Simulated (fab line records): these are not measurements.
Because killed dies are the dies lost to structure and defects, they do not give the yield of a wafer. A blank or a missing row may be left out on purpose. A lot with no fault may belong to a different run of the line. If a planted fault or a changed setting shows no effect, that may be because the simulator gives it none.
Which of the tools did it? + flow nand_harc + 39 wafers from 13 lots sampled at 6 of the route's 1302 steps

WHAT THE GAUGES READ, wafer by wafer
NHARC_A_SOURCE_PLATE_THK_MEAS_09: measures by ellipsometry. Usual: thk_nm 9.8 nm, standard deviation 1.
| lot  | measured     | on            | thk_nm (nm)    | flag |
|------|--------------|---------------|----------------|------|
| L482 | day 7 13:37  | film_metro-02 | 9.0 10.3 9.6   |      |
| L483 | day 8 04:43  | film_metro-02 | 10.1 12.3 10.3 |      |
| L485 | day 8 14:52  | film_metro-02 | 9.5 8.0 7.7    |      |
| L486 | day 9 06:33  | film_metro-01 | 10.4 9.0 11.8  |      |
| L488 | day 9 22:11  | film_metro-01 | 12.0 9.7 10.2  |      |
| L489 | day 10 11:41 | film_metro-02 | 8.0 10.0 8.7   |      |
| L490 | day 10 17:32 | film_metro-01 | 11.6 9.8 11.2  |      |
| L492 | day 11 20:32 | film_metro-01 | 9.2 8.8 9.1    |      |
| L493 | day 12 08:08 | film_metro-02 | 8.6 8.4 11.4   |      |
| L497 | day 13 23:52 | film_metro-02 | 9.9 10.4 11.0  |      |
| L499 | day 14 16:59 | film_metro-01 | 10.0 9.4 10.2  |      |
| L502 | day 15 14:43 | film_metro-01 | 10.8 11.4 11.3 |      |
| L503 | day 16 02:38 | film_metro-02 | 9.3 10.3 9.7   |      |

NHARC_A_ONON_D1_THK_MEAS_18: measures by ellipsometry. Usual: thk_nm 999 nm, standard deviation 8.
| lot  | measured     | on            | thk_nm (nm)    | flag |
|------|--------------|---------------|----------------|------|
| L482 | day 8 17:49  | film_metro-01 | 1005 1004 1004 |      |
| L483 | day 9 03:52  | film_metro-02 | 997 996 995    |      |
| L485 | day 9 14:31  | film_metro-01 | 994 991 993    |      |
| L486 | day 10 06:15 | film_metro-01 | 1007 1007 1009 |      |
| L488 | day 10 21:29 | film_metro-02 | 1006 1006 1005 |      |
| L489 | day 11 10:53 | film_metro-02 | 1012 1011 1010 |      |
| L490 | day 11 16:50 | film_metro-02 | 1005 1005 1006 |      |
| L492 | day 12 22:38 | film_metro-02 | 998 997 997    |      |
| L493 | day 13 08:33 | film_metro-01 | 983 984 982    |      |
| L497 | day 14 23:33 | film_metro-01 | 1006 1009 1007 |      |
| L499 | day 15 18:26 | film_metro-01 | 989 989 989    |      |
| L502 | day 16 14:10 | film_metro-01 | 989 989 991    |      |
| L503 | day 17 05:17 | film_metro-01 | 997 998 999    |      |

NHARC_A_ONON_D1_INSPECT_32. Usual: raw_defect_count 70, standard deviation 25.
| lot  | measured     | on                | raw_defect_count        | flag |
|------|--------------|-------------------|-------------------------|------|
| L482 | day 8 20:39  | defect_inspect-01 | 77 57 107               |      |
| L483 | day 9 06:41  | defect_inspect-02 | 61 57 86                |      |
| L485 | day 9 17:21  | defect_inspect-01 | 39 44 59                |      |
| L486 | day 10 09:07 | defect_inspect-02 | 61 134 103              |      |
| L488 | day 11 00:20 | defect_inspect-02 | 66 88 55                |      |
| L489 | day 11 13:42 | defect_inspect-02 | 51 76 82                |      |
| L490 | day 11 19:38 | defect_inspect-02 | 119 42 89               |      |
| L492 | day 13 01:28 | defect_inspect-01 | 143 86 54               |      |
| L493 | day 13 11:23 | defect_inspect-01 | 32 59 47                |      |
| L497 | day 15 02:22 | defect_inspect-01 | 89 61 61                |      |
| L499 | day 15 21:16 | defect_inspect-02 | 600 547 601 597 556 594 | OFF  |
| L502 | day 16 17:05 | defect_inspect-02 | 587 540 638 597 530 632 | OFF  |
| L503 | day 17 08:07 | defect_inspect-01 | 95 75 59                |      |

NHARC_END_SORT_01. Usual: defect_limited_yield is 90.9 % with standard deviation 2.6, killed_at_array is 57 with standard deviation 18, killed_at_other is 0.9 with standard deviation 1.3, killed_at_periphery is 3.5 with standard deviation 2.2, killed_dies is 62 with standard deviation 18, killed_open is 3.0 with standard deviation 1.7, and killed_short is 2.3 with standard deviation 1.5.
| lot  | measured     | on        | defect_limited_yield (%) | killed_at_array | killed_at_other | killed_at_periphery | killed_dies | killed_open | killed_short | flag |
|------|--------------|-----------|--------------------------|-----------------|-----------------|---------------------|-------------|-------------|--------------|------|
| L482 | day 24 17:54 | prober-02 | 90.8 93.1 92.9           | 50 42 40        | 1 0 0           | 11 5 8              | 62 47 48    | 6 4 2       | 1 5 4        |      |
| L483 | day 25 15:13 | prober-02 | 88.6 88.9 90.5           | 74 71 61        | 0 1 1           | 3 3 2               | 77 75 64    | 5 1 3       | 5 3 2        |      |
| L485 | day 25 17:36 | prober-01 | 88.9 87.3 88.0           | 72 80 78        | 0 1 0           | 3 5 3               | 75 86 81    | 2 5 2       | 1 1 3        |      |
| L486 | day 26 22:14 | prober-01 | 92.0 92.2 90.1           | 48 49 63        | 1 1 1           | 5 3 3               | 54 53 67    | 3 5 5       | 2 0 1        |      |
| L488 | day 27 20:34 | prober-01 | 92.0 93.4 91.6           | 47 40 52        | 3 1 3           | 4 4 2               | 54 45 57    | 1 5 1       | 2 1 3        |      |
| L489 | day 28 07:41 | prober-02 | 94.4 95.1 94.7           | 35 28 34        | 0 3 0           | 3 2 2               | 38 33 36    | 4 3 8       | 4 3 1        |      |
| L490 | day 28 04:21 | prober-01 | 84.3 87.0 86.3           | 103 85 87       | 1 0 0           | 2 3 6               | 106 88 93   | 8 6 4       | 0 1 4        |      |
| L492 | day 29 06:38 | prober-02 | 88.3 86.0 86.0           | 79 91 93        | 0 1 0           | 0 3 2               | 79 95 95    | 3 2 3       | 2 1 1        |      |
| L493 | day 29 05:50 | prober-01 | 90.5 92.0 91.7           | 56 52 54        | 6 0 1           | 2 2 1               | 64 54 56    | 0 2 2       | 5 2 2        |      |
| L497 | day 30 18:09 | prober-01 | 92.5 91.7 90.3           | 46 50 59        | 1 0 1           | 4 6 6               | 51 56 66    | 3 6 4       | 0 1 5        |      |
| L503 | day 33 03:58 | prober-01 | 95.4 92.9 92.9           | 29 43 42        | 1 3 4           | 1 2 2               | 31 48 48    | 2 4 2       | 4 3 5        |      |

WHAT TOOL EACH LOT RAN ON (gives the tool, then ch and the chambers of the sampled wafers, and finally the start)
| lot  | NHARC_A_ONON_D1_DEP_33          | NHARC_A_CHANNEL_HOLE_D1_ETCH_38    |
|------|---------------------------------|------------------------------------|
| L482 | pecvd-02 ch 0,1,2, day 8 20:09  | rie_diel-07 ch 1,2,3, day 8 23:32  |
| L483 | pecvd-03 ch 0,1,2, day 9 06:12  | rie_diel-05 ch 1,3, day 9 15:32    |
| L485 | pecvd-01 ch 0,1,2, day 9 16:59  | rie_diel-07 ch 2,3, day 10 00:19   |
| L486 | pecvd-01 ch 1,2, day 10 08:38   | rie_diel-07 ch 0,3, day 10 14:44   |
| L488 | pecvd-01 ch 1,2, day 10 23:53   | rie_diel-05 ch 1,2,3, day 11 04:14 |
| L489 | pecvd-03 ch 0,1, day 11 13:16   | rie_diel-07 ch 0,1,2, day 11 21:17 |
| L490 | pecvd-03 ch 0,2, day 11 19:12   | rie_diel-07 ch 0,2, day 11 23:42   |
| L492 | pecvd-03 ch 0,1,2, day 13 00:59 | rie_diel-05 ch 2,3, day 13 04:35   |
| L493 | pecvd-01 ch 1,2, day 13 10:53   | rie_diel-05 ch 0,1, day 13 14:22   |
| L497 | pecvd-02 ch 1,2, day 15 01:59   | rie_diel-05 ch 1,2, day 15 05:29   |
| L499 | pecvd-02 ch 0,1,2, day 15 20:46 | -                                  |
| L502 | pecvd-02 ch 1,2, day 16 16:37   | -                                  |
| L503 | pecvd-03 ch 0,1, day 17 07:41   | rie_diel-05 ch 0,3, day 17 11:16   |
- NHARC_A_ONON_D1_DEP_33: deposits SiO2, target thk 200 nm.
- NHARC_A_CHANNEL_HOLE_D1_ETCH_38: etches the open film in CF4, target depth 39 nm, time 65 s.

AS READ BY THE TOOLS THEMSELVES (means over the sampled wafers that have a number; for cases with no such wafer, the mark the record gives instead)
NHARC_A_ONON_D1_DEP_33. Usual: heater_power_w 551 W, standard deviation 68; throttle_valve_pct 16.0 %, standard deviation 0.55.
| lot  | tool     | heater_power_w (W) | throttle_valve_pct (%) | flag |
|------|----------|--------------------|------------------------|------|
| L482 | pecvd-02 | 526                | 16.0                   |      |
| L483 | pecvd-03 | 559                | 16.1                   |      |
| L485 | pecvd-01 | 498                | 15.8                   |      |
| L486 | pecvd-01 | 578                | 16.2                   |      |
| L488 | pecvd-01 | 556                | 16.2                   |      |
| L489 | pecvd-03 | 645                | 15.7                   |      |
| L490 | pecvd-03 | 562                | 16.6                   |      |
| L492 | pecvd-03 | 660                | 16.2                   |      |
| L493 | pecvd-01 | 520                | 16.0                   |      |
| L497 | pecvd-02 | 559                | 16.0                   |      |
| L499 | pecvd-02 | 471                | 15.9                   |      |
| L502 | pecvd-02 | 568                | 16.1                   |      |
| L503 | pecvd-03 | 642                | 16.1                   |      |

NHARC_A_CHANNEL_HOLE_D1_ETCH_38. Usual: bias_w 99.9 W, standard deviation 0.33; drypump_motor_current_A 5.9 A, standard deviation 0.41; oes_product_au 1.001 a.u., standard deviation 0.0084; rf_vpp_V 151.5 V, standard deviation 1.2; showerhead_plenum_p_Torr 1.79 Torr, standard deviation 0.072; throttle_valve_pct 13.283 %, standard deviation 0.0099.
| lot  | tool        | bias_w (W) | drypump_motor_current_A (A) | oes_product_au (a.u.) | rf_vpp_V (V) | showerhead_plenum_p_Torr (Torr) | throttle_valve_pct (%) | flag |
|------|-------------|------------|-----------------------------|-----------------------|--------------|---------------------------------|------------------------|------|
| L482 | rie_diel-07 | 99.9       | 6.3                         | 0.998                 | 150.4        | 1.74                            | 13.280                 |      |
| L483 | rie_diel-05 | 99.8       | 5.6                         | 1.016                 | 151.2        | 1.81                            | 13.291                 |      |
| L485 | rie_diel-07 | 99.5       | 6.2                         | 0.999                 | 151.4        | 1.78                            | 13.290                 |      |
| L486 | rie_diel-07 | 99.9       | 6.0                         | 0.996                 | 151.9        | 1.75                            | 13.282                 |      |
| L488 | rie_diel-05 | 100.0      | 5.6                         | 1.009                 | 153.3        | 1.87                            | 13.281                 |      |
| L489 | rie_diel-07 | 99.7       | 6.0                         | 1.004                 | 150.5        | 1.72                            | 13.281                 |      |
| L490 | rie_diel-07 | 99.8       | 5.8                         | 0.990                 | 151.3        | 1.75                            | 13.287                 |      |
| L492 | rie_diel-05 | 100.2      | 5.4                         | 1.009                 | 153.0        | 1.87                            | 13.291                 |      |
| L493 | rie_diel-05 | 99.9       | 5.5                         | 0.996                 | 152.6        | 1.86                            | 13.277                 |      |
| L497 | rie_diel-05 | 100.1      | 5.8                         | 1.007                 | 152.3        | 1.83                            | 13.276                 |      |
| L503 | rie_diel-05 | 99.9       | 5.1                         | 1.001                 | 152.4        | 1.86                            | 13.282                 |      |

THE ANSWER, worked out from the rows above alone
Rule: a lot is off if the mean of its wafers that have a number lies more than 3 standard deviations from the usual mean. A lot without any number at a reading at which 4 lots or more have one is off too. All remaining lots with rows at the step are treated as sound. First the gauges in route order, then the tools' own readings, where a lot's mean is used as printed above. The first step at which some lot is off is used, and at that step the reading that is off furthest; a lot without a number counts as furthest.
Off at NHARC_A_ONON_D1_INSPECT_32 (raw_defect_count): L499, L502.
A tool fits if, at a process step before that reading, it ran every lot that is off, and no sound lot after the first of them. The gauges at NHARC_A_ONON_D1_INSPECT_32 are tried like those tools. This does not decide it: 2 tools fit, namely pecvd-02 at NHARC_A_ONON_D1_DEP_33 and defect_inspect-02 at NHARC_A_ONON_D1_INSPECT_32.

WHAT THE SIMULATOR HAD INSERTED
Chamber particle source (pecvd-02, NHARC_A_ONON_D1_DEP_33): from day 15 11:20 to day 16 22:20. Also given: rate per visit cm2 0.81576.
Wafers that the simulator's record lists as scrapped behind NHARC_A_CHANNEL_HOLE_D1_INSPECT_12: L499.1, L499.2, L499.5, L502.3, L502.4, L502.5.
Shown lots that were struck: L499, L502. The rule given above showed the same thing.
